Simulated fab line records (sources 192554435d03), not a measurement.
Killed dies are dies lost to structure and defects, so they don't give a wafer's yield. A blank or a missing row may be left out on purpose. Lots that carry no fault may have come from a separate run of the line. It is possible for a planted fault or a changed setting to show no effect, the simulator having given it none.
Matching of chambers -- flow n5 finfet -- N5_BEOL_M2_DESCUM_16 on rie diel-05: 4 sister chambers
The step chemistry O2, time 7 s. 4 wafers are shown with their chamber, then 7 later ones without.

== WAFERS WITH THEIR CHAMBER ==
wafer,chamber,showerhead plenum p Torr (Torr)
L083.6,2,1.93
L087.4,0,1.96
L089.1,3,2.15
L089.4,1,2.03

== WAFERS WITHOUT THEIR CHAMBER ==
wafer,showerhead plenum p Torr (Torr)
L089.6,2.15
L092.2,2.14
L092.4,2.02
L092.6,2.14
L096.2,2.02
L096.4,2.14
L096.6,1.93

== EACH ONE'S CHAMBER ==
wafer,from the rows above,in truth
L089.6,3,3
L092.2,3,3
L092.4,1,1
L092.6,3,3
L096.2,1,1
L096.4,3,3
L096.6,2,2
Placed correctly: 7 of 7. Can't be placed from these rows: 0. 0 placed wrongly.
How it was worked out, from the rows above alone: a wafer's distance from a chamber is the root of the sum, over the readings, of the square of ((its reading less the chamber's mean) divided by the reading's scatter). The wafer belongs to the nearest chamber; if the next one is less than 2 further off, it can't be placed. For every chamber, the mean is computed from those of its wafers that are shown. The scatter: root of mean squared gap, hidden wafer to nearest shown wafer, with one shown wafer a chamber.
